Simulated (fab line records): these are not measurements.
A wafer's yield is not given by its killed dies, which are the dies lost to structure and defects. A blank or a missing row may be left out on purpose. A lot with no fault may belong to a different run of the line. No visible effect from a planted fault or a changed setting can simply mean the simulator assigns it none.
Which tool did it?	flow n5Finfet	39 wafers from 13 lots sampled at 4 of the route's 1938 steps

== WHAT THE GAUGES READ, wafer by wafer ==
N5_BEOL_M6_OVL_MEAS_12. Usual: M6_OVL 0.1 nm, standard deviation 0.7.
lot	measured	on	M6_OVL (nm)	flag
L224	day 8 14:10	overlay-01	1.2 -0.4 0.3	
L226	day 8 17:14	overlay-02	-0.4 0.3 0.1	
L228	day 9 09:01	overlay-01	0.2 -0.1 -0.3	
L230	day 10 01:56	overlay-02	0.7 0.3 0.0	
L231	day 10 10:50	overlay-02	-0.1 0.2 -0.2	
L232	day 10 11:10	overlay-02	1.7 0.3 1.1	
L234	day 10 21:05	overlay-01	-2.1 -0.5 -0.6	
L235	day 11 03:21	overlay-01	-0.7 0.0 0.2	
L243	day 13 08:00	overlay-02	-0.5 0.1 -0.6	
L242	day 13 15:49	overlay-02	-0.6 0.2 1.4	
L244	day 14 12:21	overlay-02	-0.2 1.0 0.1	
L247	day 14 17:55	overlay-02	0.2 0.6 -0.2	
L246	day 14 23:49	overlay-01	0.5 0.2 -0.8	

== TOOL THAT RAN EACH LOT (tool first, then ch and the chambers of the sampled wafers, then the start) ==
lot	N5_BEOL_M5_ANNEAL_89	N5_BEOL_M5_CO_CAP_78	N5_BEOL_M6_COAT_05
L224	pvdSputter-03, day 8 10:29	cvdCo-02 ch 0,2, day 8 12:22	lithoTrack-01 ch 0, day 8 13:46
L226	pvdSputter-01, day 8 12:23	cvdCo-01 ch 0,1,2, day 8 14:16	lithoTrack-04 ch 0, day 8 16:51
L228	pvdSputter-03, day 9 05:02	cvdCo-02 ch 0,1,2, day 9 06:56	lithoTrack-03 ch 0, day 9 08:37
L230	pvdSputter-03, day 9 20:47	cvdCo-01 ch 0,2, day 9 23:28	lithoTrack-01 ch 0, day 10 01:32
L231	pvdSputter-01, day 10 05:38	cvdCo-02 ch 1,2, day 10 07:31	lithoTrack-04 ch 0, day 10 10:34
L232	pvdSputter-02, day 10 05:58	cvdCo-01 ch 1,2, day 10 08:29	lithoTrack-04 ch 0, day 10 10:46
L234	pvdSputter-03, day 10 16:39	cvdCo-02 ch 0,2, day 10 18:32	lithoTrack-04 ch 0, day 10 20:41
L235	pvdSputter-03, day 10 23:19	cvdCo-01 ch 0,2, day 11 01:13	lithoTrack-04 ch 0, day 11 03:05
L243	pvdSputter-01, day 13 03:45	cvdCo-02 ch 0,1,2, day 13 05:42	lithoTrack-03 ch 0, day 13 07:36
L242	pvdSputter-03, day 13 11:38	cvdCo-01 ch 0,1,2, day 13 13:31	lithoTrack-01 ch 0, day 13 15:26
L244	pvdSputter-03, day 14 06:37	cvdCo-02 ch 0,1,2, day 14 08:29	lithoTrack-04 ch 0, day 14 11:58
L247	pvdSputter-02, day 14 12:53	cvdCo-01 ch 1,2, day 14 15:16	lithoTrack-01 ch 0, day 14 17:32
L246	pvdSputter-02, day 14 20:05	cvdCo-02 ch 0,2, day 14 21:58	lithoTrack-04 ch 0, day 14 23:25
- N5_BEOL_M5_ANNEAL_89: time 1800 s.
- N5_BEOL_M5_CO_CAP_78: material Co, precursor CCTBA/H2, target thk 2 nm, time 102.1 s.
- N5_BEOL_M6_COAT_05: resist thk 90 nm.

== WHAT THE TOOLS THEMSELVES READ (means of the sampled wafers that have a number; where no wafer has one, the mark that the record gives instead) ==
N5_BEOL_M5_ANNEAL_89. Usual: 814 W for heaterPowerW, sd 85.
lot	tool	heaterPowerW (W)	flag
L224	pvdSputter-03	830	
L226	pvdSputter-01	691	
L228	pvdSputter-03	812	
L230	pvdSputter-03	803	
L231	pvdSputter-01	743	
L232	pvdSputter-02	800	
L234	pvdSputter-03	798	
L235	pvdSputter-03	757	
L243	pvdSputter-01	753	
L242	pvdSputter-03	793	
L244	pvdSputter-03	840	
L247	pvdSputter-02	863	
L246	pvdSputter-02	864	

N5_BEOL_M5_CO_CAP_78. Usual: 237 W for heaterPowerW, sd 12.
lot	tool	heaterPowerW (W)	flag
L224	cvdCo-02	227	
L226	cvdCo-01	241	
L228	cvdCo-02	237	
L230	cvdCo-01	240	
L231	cvdCo-02	248	
L232	cvdCo-01	242	
L234	cvdCo-02	228	
L235	cvdCo-01	243	
L243	cvdCo-02	236	
L242	cvdCo-01	238	
L244	cvdCo-02	238	
L247	cvdCo-01	245	
L246	cvdCo-02	248	

N5_BEOL_M6_COAT_05. Usual: 1499.9 rpm for spinSpeedRpm, sd 1.
lot	tool	spinSpeedRpm (rpm)	flag
L224	lithoTrack-01	1500.3	
L226	lithoTrack-04	1499.3	
L228	lithoTrack-03	1498.3	
L230	lithoTrack-01	1501.1	
L231	lithoTrack-04	1499.0	
L232	lithoTrack-04	1499.9	
L234	lithoTrack-04	1571.1	OFF
L235	lithoTrack-04	1570.6	OFF
L243	lithoTrack-03	1501.4	
L242	lithoTrack-01	1499.6	
L244	lithoTrack-04	1500.8	
L247	lithoTrack-01	1499.0	
L246	lithoTrack-04	1500.2	

== THE ANSWER, worked out from the rows above alone ==
Rule: a lot counts as off when the mean over its wafers that have a number is more than 3 standard deviations away from the usual mean. Also off: a lot with no number at a reading for which 4 or more lots have one. Where the step has rows for the other lots, those lots are counted as sound. The gauges are gone through in route order, then the tools' own readings, and for those a lot's mean is taken as printed above. The first step at which some lot is off is used, and at that step the reading that is off furthest; a lot without a number counts as furthest.
Off: L234, L235 (N5_BEOL_M6_COAT_05, spinSpeedRpm).
If a tool, at that step or one of the process steps before it, ran each lot that is off and ran no sound lot following the first of them, it fits. None of those tried fits.

== WHAT WAS PUT IN BY THE SIMULATOR ==
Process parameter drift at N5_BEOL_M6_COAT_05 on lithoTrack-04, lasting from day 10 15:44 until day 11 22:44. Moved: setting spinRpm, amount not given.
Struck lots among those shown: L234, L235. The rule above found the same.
